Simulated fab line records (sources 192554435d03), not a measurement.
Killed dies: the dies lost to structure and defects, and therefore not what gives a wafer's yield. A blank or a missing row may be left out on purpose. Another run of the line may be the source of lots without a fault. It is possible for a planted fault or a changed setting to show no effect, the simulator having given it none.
Matching of chambers | flow n5 finfet | rie si-03 running N5_SD_EPI_P_SD_RECESS_17: 4 sister chambers
The step chemistry HBr/Cl2/O2, target depth 39.1 nm, bt time 3 s. 18 wafers are shown with their chamber, then 9 later ones without.

== EACH WAFER AND ITS CHAMBER ==
wafer  | chamber | drypump motor current A (A) | throttle valve pct (%) | oes product au (a.u.)
L075.1 | 1       | 5.8                         | 36.6                   | 0.981
L075.4 | 0       | 5.0                         | 36.8                   | 0.986
L075.5 | 2       | 6.2                         | 37.3                   | 1.022
L076.1 | 0       | 5.0                         | 36.8                   | 0.989
L076.5 | 0       | 5.0                         | 36.8                   | 0.986
L076.6 | 1       | 5.8                         | 36.6                   | 0.970
L079.3 | 2       | 6.2                         | 37.4                   | 1.033
L079.4 | 1       | 5.8                         | 36.6                   | 0.970
L079.6 | 0       | 5.0                         | 36.8                   | 0.991
L080.1 | 2       | 6.2                         | 37.4                   | 1.035
L080.2 | 1       | 5.8                         | 36.6                   | 0.971
L080.6 | 1       | 5.8                         | 36.6                   | 0.971
L083.1 | 1       | 5.7                         | 36.6                   | 0.977
L083.3 | 3       | 5.9                         | 37.2                   | 1.006
L083.5 | 0       | 5.0                         | 36.8                   | 0.986
L085.1 | 2       | 6.2                         | 37.4                   | 1.030
L085.2 | 0       | 5.0                         | 36.8                   | 0.990
L085.6 | 2       | 6.2                         | 37.3                   | 1.026

SIGNATURES (averages over the wafers above)
reading                 | chamber 0 | chamber 1 | chamber 2 | chamber 3 | scatter within a chamber
drypump motor current A | 5.000     | 5.783     | 6.200     | 5.900     | 0.0244
throttle valve pct      | 36.800    | 36.600    | 37.360    | 37.200    | 0.0293
oes product au          | 0.98800   | 0.97333   | 1.02920   | 1.00600   | 0.00416
Rule: for each reading, subtract the chamber's mean from the wafer's reading, divide by that reading's scatter and square the result; add these up over the readings and take the root, which gives the wafer's distance from the chamber. The wafer belongs to the nearest chamber; if the next one is less than 2 further off, it can't be placed. How the scatter is found: for the shown wafers, subtract from each reading the mean of its chamber, square and add these, divide the total by (wafers less chambers), then take the root.

== WAFERS WITHOUT THEIR CHAMBER ==
wafer  | drypump motor current A (A) | throttle valve pct (%) | oes product au (a.u.)
L087.1 | 5.8                         | 36.6                   | 0.975
L087.5 | 5.0                         | 36.8                   | 0.987
L087.6 | 5.8                         | 36.6                   | 0.981
L093.3 | 6.2                         | 37.4                   | 1.020
L093.5 | 5.0                         | 36.8                   | 0.990
L093.6 | 6.2                         | 37.4                   | 1.028
L096.1 | 5.8                         | 36.6                   | 0.975
L096.2 | 5.0                         | 36.8                   | 0.983
L096.3 | 6.2                         | 37.4                   | 1.025

== EACH ONE'S CHAMBER ==
wafer  | from the rows above | in truth
L087.1 | 1                   | 1
L087.5 | 0                   | 0
L087.6 | 1                   | 1
L093.3 | 2                   | 2
L093.5 | 0                   | 0
L093.6 | 2                   | 2
L096.1 | 1                   | 1
L096.2 | 0                   | 0
L096.3 | 2                   | 2
Correct placement for 9 of the 9. Can't be placed from these rows: 0. Wrongly placed: 0.
